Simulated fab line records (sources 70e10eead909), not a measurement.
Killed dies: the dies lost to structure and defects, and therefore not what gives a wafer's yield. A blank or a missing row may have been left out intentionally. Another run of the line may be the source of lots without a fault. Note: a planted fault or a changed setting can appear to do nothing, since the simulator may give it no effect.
Matching of chambers -- flow nand harc -- NHARC_A_STAIRCASE_CMP_472 on cmp-03: 4 sister chambers
The step polishes SiO2. 7 wafers are shown with their chamber, then 7 later ones without.

## EACH WAFER AND ITS CHAMBER
wafer,chamber,motor current A (A),retaining ring pressure frac
L077.6,2,10.8,1.002
L080.6,3,12.1,1.000
L084.1,0,13.2,1.008
L084.2,1,12.8,0.998
L084.3,3,13.3,0.996
L093.1,1,13.7,1.010
L093.3,0,12.3,0.998

## WAFERS MISSING THEIR CHAMBER
wafer,motor current A (A),retaining ring pressure frac
L093.6,13.2,0.995
L090.1,13.0,1.004
L090.3,12.9,1.005
L090.6,14.0,1.004
L095.1,10.5,0.999
L095.3,13.0,1.004
L095.4,12.8,0.995

## CHAMBER TAKEN BY EACH
wafer,from the rows above,in truth
L093.6,can't be placed: 3 or 0 or 1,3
L090.1,can't be placed: 1 or 0 or 3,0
L090.3,can't be placed: 0 or 1 or 3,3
L090.6,can't be placed: 1 or 0 or 3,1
L095.1,2,2
L095.3,can't be placed: 1 or 0 or 3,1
L095.4,can't be placed: 3 or 0 or 1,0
Correctly placed: 1 of 7. Can't be placed from these rows: 6 (the true chamber is among the candidates in 6). Wrongly placed: 0.
How it was worked out, from the rows above alone: a wafer's distance from a chamber is the root of the sum, over the readings, of the square of ((its reading less the chamber's mean) divided by the reading's scatter). The wafer belongs to the nearest chamber; if the next one is less than 2 further off, it can't be placed. The mean given for a chamber averages the wafers shown for that chamber. The scatter: take each reading less its chamber's mean, square it, sum over the shown wafers, divide by the number of wafers less the number of chambers, and take the root.
